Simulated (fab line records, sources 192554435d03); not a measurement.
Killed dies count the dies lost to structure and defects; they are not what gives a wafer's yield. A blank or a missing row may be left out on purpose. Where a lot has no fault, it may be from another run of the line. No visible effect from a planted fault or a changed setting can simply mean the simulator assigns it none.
Split-lot study    flow n5Finfet    route with 1938 steps; 7 lots, 21 wafers read

## THE SPLIT ITSELF
At N5_FIN_SAQP_PECVD_48 (deposits SiNx from SiH4/NH3/N2, target thk 25 nm, time 22.1 s), the setting timeS was moved away from the recipe's 22.1 s on 6 of the 21 wafers read, by -11.4% to +7.6%. For the rest of the wafers, this setting stayed at what the recipe calls for.

## FROM THE SPLIT TO THE READING: what the file shows between them, 7 steps
- N5_FIN_SAQP_PECVD_06: deposits a-Si from SiH4/He, target thk 60 nm, time 48.1 s
- N5_FIN_SAQP_HM_OPEN_73: chemistry CHF3/O2, target SiO2, stops on a-Si, target depth 12 nm, time 16.8 s
- N5_FIN_SAQP_STRIP_74: strips in CHF3/O2
- N5_FIN_SAQP_MANDREL_ETCH_22: etches a-Si in HBr/Cl2, stops on SiNx, target depth 60 nm, bt time 10 s, time 30 s
- N5_FIN_SAQP_SPACER1_ALD_24: deposits SiO2, target thk 20.3 nm, pulse time 1 s, purge time 2 s (also split here: tempC)
- N5_FIN_SAQP_SPACER1_ETCHBACK_25: etches SiO2 in CHF3/O2, target depth 24.4 nm, time 12.2 s
- N5_FIN_SAQP_MANDREL1_REMOVE_56: chemistry HBr/Cl2/O2, target a-Si, stops on SiNx, bt time 10 s

## THE READING
etch.depthNm (the simulator's own value, which no gauge read), in nm, at N5_FIN_SAQP_ETCH_57 (etches SiNx in CH3F/O2, target depth 32.5 nm, time 46.4 s). There is no usual value for it anywhere in the file. Average 24.69 nm, standard deviation 0.29 nm, over the 15 wafers here run with the recipe.

wafer   tool, chamber at the split  timeS as run, s  against the recipe  etch.depthNm, nm  against lot-mates on the recipe
L080.1  pecvd-03, 2                 22.1             recipe              24.05             -
L080.3  pecvd-03, 0                 22.1             recipe              24.22             -
L080.6  pecvd-03, 2                 22.1             recipe              24.67             -
L083.2  pecvd-03, 0                 22.1             recipe              24.39             -
L083.4  pecvd-03, 0                 22.1             recipe              24.66             -
L083.6  pecvd-03, 2                 22.1             recipe              24.7              -
L084.1  pecvd-01, 2                 19.59            -11.4%              21.25             -3.55
L084.3  pecvd-01, 0                 22.1             recipe              24.73             -
L084.6  pecvd-01, 0                 22.1             recipe              24.86             -
L086.1  pecvd-04, 1                 22.1             recipe              24.58             -
L086.4  pecvd-04, 1                 22.1             recipe              24.94             -
L086.6  pecvd-04, 1                 22.1             recipe              24.93             -
L090.1  pecvd-01, 0                 22.1             recipe              24.93             -
L090.3  pecvd-01, 2                 23.79            +7.6%               26.11             +1.18
L090.5  pecvd-01, 2                 23.79            +7.6%               27.02             +2.09
L093.2  pecvd-03, 0                 23.78            +7.6%               26.85             no lot-mate on the recipe
L093.3  pecvd-03, 2                 23.78            +7.6%               26.61             no lot-mate on the recipe
L093.5  pecvd-03, 0                 23.78            +7.6%               27.17             no lot-mate on the recipe
L097.2  pecvd-04, 1                 22.1             recipe              24.83             -
L097.3  pecvd-04, 0                 22.1             recipe              24.56             -
L097.5  pecvd-04, 0                 22.1             recipe              25.23             -

FIT RESULTS
A straight line over all 21 wafers: etch.depthNm changes by +0.283 nm for each +1% of timeS; r = +0.97; the points scatter about the line by 0.33 nm.
The same after taking each lot's own level away (the mean of its wafers on the recipe; 18 wafers): +0.267 nm for each +1%; r = +0.96; scatter 0.31 nm.
On that fit, the largest move of timeS shifts the reading by 3 nm.
The lots' own levels span 24.313 to 24.930 nm, that is 2.1 times the standard deviation above.
Hence the lot-to-lot level has little effect on the slope; both slopes agree.
Check: -2.43 nm against its lot-mates is what the line predicts for one of the wafers moved furthest among these (-11.4%) when that wafer is left out of the fit. Against them it came out at -3.55 nm.

## THESE WAFERS: OTHER SPLITS
These wafers also went through other splits before the reading. Each is held against what the fit with the lots' levels taken away leaves over:
other split on the same wafers    wafers away from the commonest value  r with etch.depthNm (lot level and that fit taken away)
N5_WELL_APT_COAT_02 spinRpm       8                                     +0.44
N5_FIN_SAQP_ALD_61 aldCycles      5                                     +0.11
N5_FIN_SAQP_SPACER1_ALD_24 tempC  6                                     -0.22

## THE WHOLE CHAIN: every reading that the file lists as answering this split, in the file's order
step                         what it does                                                                        reading                                                                           change (the file's fit)                r (the file's)
N5_FIN_SAQP_PECVD_48         deposits SiNx from SiH4/NH3/N2, target thk 25 nm, time 22.1 s                       SiNx_of_FIN_SAQP_PECVD_48.thkNm (the simulator's own value, which no gauge read)  +0.293 nm for each +1% of the setting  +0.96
N5_FIN_SAQP_MANDREL_ETCH_22  etches a-Si in HBr/Cl2, stops on SiNx, target depth 60 nm, bt time 10 s, time 30 s  SiNx_of_FIN_SAQP_PECVD_48.thkNm (the simulator's own value, which no gauge read)  +0.281 nm for each +1% of the setting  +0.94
N5_FIN_SAQP_ETCH_57          etches SiNx in CH3F/O2, target depth 32.5 nm, time 46.4 s                           etchRfOnTimeS                                                                     withheld for each +1% of the setting   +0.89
N5_FIN_SAQP_ETCH_57          etches SiNx in CH3F/O2, target depth 32.5 nm, time 46.4 s                           etch.depthNm (the simulator's own value, which no gauge read)                     +0.281 nm for each +1% of the setting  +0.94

## THE FILE'S OWN FIT
etch.depthNm changes by +0.281 nm for each +1% of timeS, r = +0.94.
